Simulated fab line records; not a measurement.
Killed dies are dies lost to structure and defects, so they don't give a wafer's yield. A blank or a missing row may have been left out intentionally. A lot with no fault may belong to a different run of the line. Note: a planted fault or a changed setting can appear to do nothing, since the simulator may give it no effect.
Matching of chambers || flow n5 finfet || cvd co-01 running N5_BEOL_M5_CO_CAP_78: 3 sister chambers
The step material Co, precursor CCTBA/H2, target thk 2 nm, time 102.1 s. 3 wafers are shown with their chamber, then 12 later ones without.

== WAFERS WITH THEIR CHAMBER ==
{"wafer": "L083.1", "chamber": 1, "heater power w (W)": 183}
{"wafer": "L086.4", "chamber": 2, "heater power w (W)": 215}
{"wafer": "L086.5", "chamber": 0, "heater power w (W)": 251}

== WAFERS WITHOUT THEIR CHAMBER ==
{"wafer": "L089.1", "heater power w (W)": 245}
{"wafer": "L089.4", "heater power w (W)": 188}
{"wafer": "L089.6", "heater power w (W)": 207}
{"wafer": "L090.1", "heater power w (W)": 214}
{"wafer": "L090.3", "heater power w (W)": 184}
{"wafer": "L090.4", "heater power w (W)": 245}
{"wafer": "L092.3", "heater power w (W)": 187}
{"wafer": "L092.5", "heater power w (W)": 214}
{"wafer": "L092.6", "heater power w (W)": 186}
{"wafer": "L093.1", "heater power w (W)": 184}
{"wafer": "L093.3", "heater power w (W)": 209}
{"wafer": "L093.5", "heater power w (W)": 211}

== EACH ONE'S CHAMBER ==
{"wafer": "L089.1", "from the rows above": 0, "in truth": 0}
{"wafer": "L089.4", "from the rows above": 1, "in truth": 1}
{"wafer": "L089.6", "from the rows above": 2, "in truth": 2}
{"wafer": "L090.1", "from the rows above": 2, "in truth": 2}
{"wafer": "L090.3", "from the rows above": 1, "in truth": 1}
{"wafer": "L090.4", "from the rows above": 0, "in truth": 0}
{"wafer": "L092.3", "from the rows above": 1, "in truth": 1}
{"wafer": "L092.5", "from the rows above": 2, "in truth": 2}
{"wafer": "L092.6", "from the rows above": 1, "in truth": 1}
{"wafer": "L093.1", "from the rows above": 1, "in truth": 1}
{"wafer": "L093.3", "from the rows above": 2, "in truth": 2}
{"wafer": "L093.5", "from the rows above": 2, "in truth": 2}
Correct placement for 12 of the 12. From these rows, 0 cannot be placed. Placed wrongly: 0.
How it was worked out, from the rows above alone: a wafer's distance from a chamber is the root of the sum, over the readings, of the square of ((its reading less the chamber's mean) divided by the reading's scatter). The wafer belongs to the nearest chamber; if the next one is less than 2 further off, it can't be placed. For every chamber, the mean is computed from those of its wafers that are shown. The scatter: root of mean squared gap, hidden wafer to nearest shown wafer, with one shown wafer a chamber.
